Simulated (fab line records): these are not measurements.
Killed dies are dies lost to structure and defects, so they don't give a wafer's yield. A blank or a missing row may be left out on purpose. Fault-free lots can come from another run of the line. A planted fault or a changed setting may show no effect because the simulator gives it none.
The same fault as seen by 2 desks :: flow nand_harc :: each desk has only its own numbers; what lay behind them comes last

## TOOL OWNER'S DESK, pvd_sputter-02
The tool's own readings at NHARC_P_M1_PVD_20 (deposits TaN, target thk 5 nm, time 8.06 s): means of the sampled wafers that have a number, for each lot that ran on this tool. The brackets show how far a lot's mean lies from the usual mean; more than 4 standard deviations puts the lot out of limits, marked OUT.
Columns: A = cathode_dc_power_W at NHARC_P_M1_PVD_20, usual 15000 W; B = throttle_valve_pct at NHARC_P_M1_PVD_20, usual 30.2 %
lot: L709
first seen here: day 8 08:52
A: 15000
B: 31.2

lot: L716
first seen here: day 11 04:56
A: 15000
B: 30.6

lot: L723
first seen here: day 14 06:14
A: 15570 (+99 or more) OUT
B: 31.4
This desk's finding: out of limits on L723; first on L723, day 14 06:14 (cathode_dc_power_W at NHARC_P_M1_PVD_20). Within limits: L709, L716.

## THE DEFECT DESK
Per lot, the means of the sampled wafers with a number show what the inspections along the route counted. The brackets show how far a lot's mean lies from the usual mean; more than 4 standard deviations puts the lot out of limits, marked OUT.
Columns: A = raw_defect_count at NHARC_P_M0_INSPECT_27, usual 295
lot: L704
first seen here: day 6 08:28
A: 348

lot: L706
first seen here: day 6 21:25
A: 236

lot: L707
first seen here: day 7 08:50
A: 198

lot: L708
first seen here: day 8 05:13
A: 347

lot: L709
first seen here: day 8 06:16
A: 222

lot: L710
first seen here: day 8 14:17
A: 395

lot: L711
first seen here: day 9 12:08
A: 248

lot: L712
first seen here: day 9 16:38
A: 276

lot: L713
first seen here: day 9 23:40
A: 247

lot: L716
first seen here: day 11 02:22
A: 219

lot: L719
first seen here: day 12 02:40
A: 486

lot: L723
first seen here: day 14 03:28
A: 281
This desk's finding: nothing out of limits on any of the 12 lots.

## TAKEN TOGETHER
An alarm could have come from the tool owner's desk at day 14 06:14, on L723.
Nothing out of limits was seen by the defect desk.
The defect desk has L723 on record, within its limits.
Every lot named ran NHARC_P_M1_PVD_20 on pvd_sputter-02.

## WHAT THE SIMULATOR HAD INSERTED
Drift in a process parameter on pvd_sputter-02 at NHARC_P_M1_PVD_20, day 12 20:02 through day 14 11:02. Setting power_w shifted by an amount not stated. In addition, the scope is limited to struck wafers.
Struck lots among those shown: L723.
Hours from the fault's start to each desk's first reading out of limits: the tool owner's desk, 34.
